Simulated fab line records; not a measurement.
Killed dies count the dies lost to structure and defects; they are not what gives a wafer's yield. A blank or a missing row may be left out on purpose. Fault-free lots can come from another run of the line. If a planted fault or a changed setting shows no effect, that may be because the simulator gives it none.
fab line records	flow nandHarc	part 2 of 2: steps 30 to 37 of 37
record: lots: 5	wafers: 15	lastDay: 31
route steps=1302 shown P_GATE@210 P_CONTACT@217
lots with no fault: from the same line, run without faults
startH: start of the lot's first displayed wafer, in hours after the record's first day	waitH: hours since the lot's step before	" repeats the value in the row above	L1.1+2: a single row standing in for several wafers	- either no value or no given start	* or withheld: withheld	< > ~ a bound
route shown NAME@n: NAME is a module with steps in the file, n the number in the route of the first one	usual: mean/standard deviation taken from wafers without a fault	same: alike in all rows	chamber/n: place in a boat	sites: each site's reading	_std_site: standard deviation across them	_edge_site: mean of outer sites minus mean of inner sites	radiusMm: for every site, how far away it sits from the centre of the wafer	mask NAME#n: copy n	behind: tool/chamber where the wafer was last shaped	hold: reason for holding the lot/hours on hold/outcome of the hold	device: which transistor (n, p or np) failed to switch	end of line: tests run on the same wafers once the route is complete	a step with no rows: only its recipe	killed: dies that structure and defects cost at the first sort, which is not the same as the wafer's yield	map: the dies of a wafer, with x for killed, . for not killed, _ for no die there
set.NAME: the setting that was run; set.NAME@STEP: the one run at that earlier step	model.NAME: the simulator's own value behind a step, which no gauge read
lots at selected steps of the route; one table per step, one row per wafer
services: a tool's chamber out of use, with start hour (startH, from the record's first day; less than 0 if before it), hours out, and reason
== steps ==
step: NHARC_P_CONTACT_ETCH_31
recipe: targetDepthA: 300	timeS: 85.7	ionEnergyEv: 120	overEtchFrac: 1	ch3fFlowSccm: 50	o2FlowSccm: 30	arFlowSccm: 200	rfW: 500	biasW: 100	chemistry: CH3F/O2
usual: drypumpMotorCurrentA: 5.8/0.43	mfcArSccm: 199.9/0.57	oesProductAu: 0.980/0.013	rfVppV: 245.1/1.4	showerheadPlenumPTorr: 2.51/0.08	throttleValvePct: 20.663/0.0097
same: timeS: 85.7
lot.wafer	tool	chamber	startH	waitH	drypumpMotorCurrentA	mfcArSccm	oesProductAu	rfHoursCounterH	rfVppV	showerheadPlenumPTorr	throttleValvePct
L076.1	rieDiel-02	1	-	-	6.1	199.7	0.981	5.6	246.5	2.54	20.667
L076.3	"	0	"	"	6.5	199.9	0.969	5.1	243.6	2.43	20.665
L076.5	"	1	"	"	6.1	199.9	0.992	-	245.6	2.54	20.658
L080.3	rieDiel-02	1	-	-	6.1	200.3	0.975	7.8	246.0	2.53	20.686
L080.5	"	2	"	"	5.5	199.4	0.969	-	245.2	2.47	20.661
L080.6	"	3	"	"	6.0	200.6	0.959	-	246.1	2.58	20.660
L082.3	rieDiel-10	3	-	-	5.8	200.4	0.986	3.5	245.4	2.49	20.653
L082.1	"	0	"	"	5.6	200.2	0.988	3.4	247.0	2.58	20.663
L082.5	"	1	"	"	6.4	200.6	0.983	-	245.7	2.57	20.660
L090.1	rieDiel-11	2	-	-	5.6	200.3	0.983	0.5	245.1	2.64	20.678
L090.2	"	3	"	"	5.1	199.6	0.990	0.5	244.7	2.48	20.658
L090.5	"	3	"	"	5.1	199.7	0.991	-	244.1	2.48	20.666
L094.3	rieDiel-11	2	-	-	5.6	200.3	0.946	1.3	247.9	2.64	20.676
L094.4	"	3	"	"	5.1	199.2	0.945	1.4	244.4	2.48	20.662
L094.5	"	1	"	"	6.3	199.2	0.944	-	242.7	2.30	20.653
step: NHARC_P_CONTACT_CD_MEAS_19
usual: cdNm: 89.7/1
lot.wafer	tool	chamber	startH	waitH	cdNm
L076.1	cdSem-02	-	135.04	-	90.4
L076.3	"	-	"	"	90.3
L076.5	"	-	"	"	89.9
L080.3	cdSem-01	-	179.25	-	90.3
L080.5	"	-	"	"	90.1
L080.6	"	-	"	"	90.5
L082.1	cdSem-03	-	194.66	-	89.2
L082.3	"	-	"	"	90.3
L082.5	"	-	"	"	89.3
L090.1	cdSem-01	-	281.01	-	89.4
L090.2	"	-	"	"	88.6
L090.5	"	-	"	"	89.7
L094.3	cdSem-02	-	316.90	-	88.9
L094.4	"	-	"	"	90.4
L094.5	"	-	"	"	88.4
step: NHARC_P_CONTACT_STRIP_28
recipe: o2FlowSccm: 500	arFlowSccm: 0	biasW: 0	chemistry: O2
usual: drypumpMotorCurrentA: 5.8/0.43	mfcArSccm: 0.005/0.0092	oesProductAu: 0.999/0.0075	rfVppV: 57.9/0.92	showerheadPlenumPTorr: 3.59/0.13	throttleValvePct: 17.038/0.009
lot.wafer	tool	chamber	startH	waitH	drypumpMotorCurrentA	mfcArSccm	oesProductAu	rfHoursCounterH	rfVppV	showerheadPlenumPTorr	throttleValvePct
L076.1	rieDiel-10	1	135.13	0.1	6.4	0	1.000	1.2	58.9	3.68	17.034
L076.3	"	3	"	"	5.8	0	1.002	1.7	56.7	3.58	17.023
L076.5	"	0	"	"	5.6	0.024	1.001	-	58.9	3.69	17.049
L080.3	rieDiel-10	0	179.32	0.1	5.6	0.024	0.993	2.3	57.3	3.69	17.046
L080.5	"	1	"	"	6.4	0	0.997	-	57.3	3.68	17.049
L080.6	"	3	"	"	5.8	0	0.997	-	59.3	3.58	17.035
L082.3	rieDiel-02	0	194.77	0.1	6.5	0	1.001	8.4	56.9	3.49	17.043
L082.1	"	1	"	"	6.0	0.004	0.988	9.0	58.5	3.63	17.042
L082.5	"	3	"	"	6.0	0.025	0.997	-	58.2	3.69	17.020
L090.1	rieDiel-10	0	281.10	0.1	5.6	0.024	0.997	0.4	59.4	3.69	17.043
L090.2	"	1	"	"	6.4	0	0.999	0.5	57.9	3.68	17.043
L090.5	"	3	"	"	5.8	0	0.996	-	59.4	3.58	17.034
L094.4	rieDiel-02	3	317.00	0.1	6.0	0.025	0.990	6.5	58.2	3.69	17.033
L094.3	"	0	"	"	6.5	0	1.010	6.0	58.9	3.49	17.043
L094.5	"	1	"	"	6.0	0.004	0.992	-	59.9	3.63	17.046
step: NHARC_P_CONTACT_STRIP_29
recipe: timeS: 1200	tempC: 72.5	chemistry: postEtchResidueRemover
usual: bathHeatDutyPct: 14.1/1.5
same: timeS: 1200
lot.wafer	tool	chamber	startH	waitH	bathHeatDutyPct
L076.1	wetBench-01	3	135.32	-	12.8
L076.5	"	4	"	"	16.0
L076.3	"	5	"	"	13.2
L080.6	wetBench-04	6	179.54	0.1	13.6
L080.3	"	7	"	"	12.2
L080.5	"	2	"	"	15.7
L082.1	wetBench-01	4	194.92	-	16.0
L082.3	"	5	"	"	13.9
L082.5	"	0	"	"	12.2
L090.1	wetBench-04	5	281.27	-	13.7
L090.2	"	6	"	"	12.7
L090.5	"	1	"	"	15.0
L094.3	wetBench-02	2	317.15	-	10.6
L094.4	"	6	"	"	13.7
L094.5	"	7	"	"	13.8
step: NHARC_P_CONTACT_DEGAS_38
recipe: tempC: 300	timeS: 60
usual: heaterPowerW: 451/45
same: timeS: 60
lot.wafer	tool	chamber	startH	waitH	heaterPowerW
L076.1	pvdSputter-01	-	135.76	-	487
L076.3	"	-	"	"	481
L076.5	"	-	"	"	477
L080.3	pvdSputter-01	-	179.99	-	398
L080.5	"	-	"	"	395
L080.6	"	-	"	"	477
L082.3	pvdSputter-03	-	195.37	-	421
L082.1	"	-	"	"	490
L082.5	"	-	"	"	530
L090.1	pvdSputter-02	-	281.74	-	412
L090.2	"	-	"	"	359
L090.5	"	-	"	"	469
L094.4	pvdSputter-03	-	317.62	-	432
L094.3	"	-	"	"	480
L094.5	"	-	"	"	439
step: NHARC_P_CONTACT_PRE_CLEAN_39
recipe: timeS: 19.5	biasV: 250	gas: Ar
same: timeS: 19.5
lot.wafer	tool	chamber	startH	waitH
L076.1+3+5	pvdSputter-01	-	-	-
L080.3+6+5	pvdSputter-01	-	-	-
L082.3+1+5	pvdSputter-03	-	-	-
L090.1+2+5	pvdSputter-02	-	-	-
L094.4+3+5	pvdSputter-03	-	-	-
step: NHARC_P_CONTACT_PVD_32
recipe: targetThkA: 50	chamberPressurePa: 5	powerW: 5000	substrateTempC: 200	timeS: 17.7	material: Ti
usual: throttleValvePct: 30.0/1.2
same: timeS: 17.7
lot.wafer	tool	chamber	startH	waitH	throttleValvePct
L076.1	pvdSputter-01	-	-	-	28.5
L076.3	"	-	"	"	31.3
L076.5	"	-	"	"	30.4
L080.3	pvdSputter-01	-	-	-	30.8
L080.6	"	-	"	"	30.7
L080.5	"	-	"	"	30.3
L082.3	pvdSputter-03	-	-	-	31.0
L082.1	"	-	"	"	30.9
L082.5	"	-	"	"	30.9
L090.1	pvdSputter-02	-	-	-	29.4
L090.2	"	-	"	"	29.4
L090.5	"	-	"	"	28.8
L094.4	pvdSputter-03	-	-	-	31.3
L094.3	"	-	"	"	29.8
L094.5	"	-	"	"	31.1
step: NHARC_P_CONTACT_ALD_22
recipe: targetThkA: 30	pulseTimeS: 1	aldCycles: 150	tempC: 450	material: TiN
usual: heaterPowerW: 1117/110	precursorPulseHeightRel: 1.001/0.02
lot.wafer	tool	chamber	startH	waitH	heaterPowerW	precursorPulseHeightRel
L076.1	aldMetal-02	0	136.01	-	1051	0.990
L076.3	"	2	"	"	1167	0.963
L076.5	"	0	"	"	1059	0.981
L080.3	aldMetal-01	1	180.31	-	1402	0.983
L080.5	"	2	"	"	1252	1.013
L080.6	"	3	"	"	1134	0.994
L082.3	aldMetal-01	1	195.63	-	1361	0.981
L082.1	"	3	"	"	1154	1.017
L082.5	"	0	"	"	892	0.989
L090.1	aldMetal-02	1	281.96	-	1022	1.032
L090.2	"	2	"	"	1082	0.990
L090.5	"	1	"	"	1018	1.008
L094.3	aldMetal-01	2	317.91	-	1247	1.028
L094.5	"	3	"	"	1124	0.970
L094.4	"	2	"	"	1247	0.957
== services ==
tool	chamber	startH	hours	kind
rieDiel-02	0	109.57	11.1	repair
pvdSputter-02	-	111.05	1.6	repair
rieDiel-11	2	145.69	7.1	repair
rieDiel-11	3	154.13	13.7	repair
rieDiel-11	1	154.80	6.8	repair
lithoTrack-01	-	155.00	7.0	pm
pvdSputter-03	-	170.00	10.0	pm
rieDiel-10	2	170.03	33.3	repair
pecvd-03	-	173.08	2.4	repair
lithoTrack-06	-	179.00	7.0	pm
pecvd-03	-	185.00	13.0	pm
pvdSputter-03	-	193.04	1.6	repair
rieDiel-10	0	199.88	2.5	repair
lithoTrack-04	-	203.00	7.0	pm
rieDiel-02	-	216.70	9.0	pm
pvdSputter-01	-	226.00	10.0	pm
pvdSputter-02	-	239.32	1.3	repair
rieDiel-10	-	242.50	9.0	pm
rieDiel-11	-	255.50	9.0	pm
rieDiel-02	1	259.88	3.7	repair
pvdSputter-01	-	267.30	2.8	repair
pvdSputter-02	-	282.09	10.0	pm
rieDiel-10	1	283.19	18.1	repair
pvdSputter-03	-	286.01	6.8	repair
